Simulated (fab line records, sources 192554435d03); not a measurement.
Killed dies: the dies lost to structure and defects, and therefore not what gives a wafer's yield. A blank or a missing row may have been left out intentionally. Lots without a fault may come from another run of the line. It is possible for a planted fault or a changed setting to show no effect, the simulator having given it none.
Matching of chambers + flow n5-finfet + rie-diel-01 running N5_GATE_CUT_ETCH_37: 4 sister chambers
The step etches SOC in N2/H2, target depth 60 nm, overetch 12 nm, time 90 s. 8 wafers are shown with their chamber, then 7 later ones without.

## WAFERS WITH THEIR CHAMBER
| wafer  | chamber | drypump-motor-current-A (A) | showerhead-plenum-p-Torr (Torr) |
|--------|---------|-----------------------------|---------------------------------|
| L074.3 | 0       | 6.4                         | 2.49                            |
| L078.3 | 0       | 6.4                         | 2.48                            |
| L077.5 | 2       | 5.9                         | 2.57                            |
| L079.3 | 3       | 6.2                         | 2.45                            |
| L079.5 | 1       | 5.4                         | 2.43                            |
| L079.6 | 2       | 5.9                         | 2.57                            |
| L083.1 | 1       | 5.5                         | 2.43                            |
| L083.2 | 3       | 6.2                         | 2.44                            |

## WAFERS MISSING THEIR CHAMBER
| wafer  | drypump-motor-current-A (A) | showerhead-plenum-p-Torr (Torr) |
|--------|-----------------------------|---------------------------------|
| L083.4 | 6.2                         | 2.44                            |
| L085.1 | 5.9                         | 2.56                            |
| L085.3 | 6.2                         | 2.44                            |
| L085.4 | 6.2                         | 2.44                            |
| L092.1 | 5.5                         | 2.42                            |
| L092.4 | 6.3                         | 2.48                            |
| L092.5 | 6.2                         | 2.43                            |

## WHICH CHAMBER EACH ONE RAN IN
| wafer  | from the rows above | in truth |
|--------|---------------------|----------|
| L083.4 | 3                   | 3        |
| L085.1 | 2                   | 2        |
| L085.3 | 3                   | 3        |
| L085.4 | 3                   | 3        |
| L092.1 | 1                   | 1        |
| L092.4 | 0                   | 0        |
| L092.5 | 3                   | 3        |
Placed correctly: 7 of 7. Not placeable from these rows: 0. Number placed wrongly: 0.
How it was worked out, from the rows above alone: a wafer's distance from a chamber is the root of the sum, over the readings, of the square of ((its reading less the chamber's mean) divided by the reading's scatter). The wafer belongs to the nearest chamber; if the next one is less than 2 further off, it can't be placed. For every chamber, the mean is computed from those of its wafers that are shown. The scatter is the square root of a quotient: the sum, over the shown wafers, of each reading's squared deviation from its chamber's mean, divided by wafers minus chambers.
